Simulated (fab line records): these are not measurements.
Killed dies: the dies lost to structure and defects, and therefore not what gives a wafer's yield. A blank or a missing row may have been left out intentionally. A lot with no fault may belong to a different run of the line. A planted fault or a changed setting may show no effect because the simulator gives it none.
Matching of chambers	flow n5Finfet	N5_BEOL_M4_ETCH_64 on rieDiel-02: 4 sister chambers
The step etches SOC in N2/H2, target depth 75 nm, overetch 22.5 nm, time 121.9 s. 8 wafers are shown with their chamber, then 11 later ones without.

WAFERS PAIRED WITH THEIR CHAMBERS
wafer	chamber	throttleValvePct (%)	drypumpMotorCurrentA (A)
L079.6	0	17.77	5.6
L081.3	3	17.73	6.1
L087.2	1	17.70	6.1
L087.6	3	17.73	6.0
L088.2	0	17.78	5.6
L088.4	2	18.29	5.9
L088.6	2	18.28	5.9
L090.1	1	17.73	6.1

WAFERS WHOSE CHAMBER IS MISSING
wafer	throttleValvePct (%)	drypumpMotorCurrentA (A)
L090.2	17.75	6.1
L090.6	17.72	6.1
L091.1	18.29	6.0
L091.4	17.80	5.6
L091.6	17.80	5.6
L093.1	17.74	6.1
L093.3	17.74	6.1
L093.4	18.30	6.0
L097.1	17.83	5.7
L097.2	17.78	6.1
L097.4	18.32	5.9

THE CHAMBER EACH PASSED THROUGH
wafer	from the rows above	in truth
L090.2	can't be placed: 3 or 1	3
L090.6	can't be placed: 1 or 3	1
L091.1	2	2
L091.4	0	0
L091.6	0	0
L093.1	can't be placed: 3 or 1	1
L093.3	can't be placed: 3 or 1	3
L093.4	2	2
L097.1	0	0
L097.2	can't be placed: 3 or 1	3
L097.4	2	2
Correctly placed: 6 of 11. These rows do not allow placing 5 (true chamber among the candidates in 5). Number placed wrongly: 0.
How it was worked out, from the rows above alone: a wafer's distance from a chamber is the root of the sum, over the readings, of the square of ((its reading less the chamber's mean) divided by the reading's scatter). The wafer belongs to the nearest chamber; if the next one is less than 2 further off, it can't be placed. A chamber's mean is the mean of its shown wafers. The scatter: the root of (the sum of the squares of (reading less its chamber's mean) over the shown wafers, divided by (wafers less chambers)).
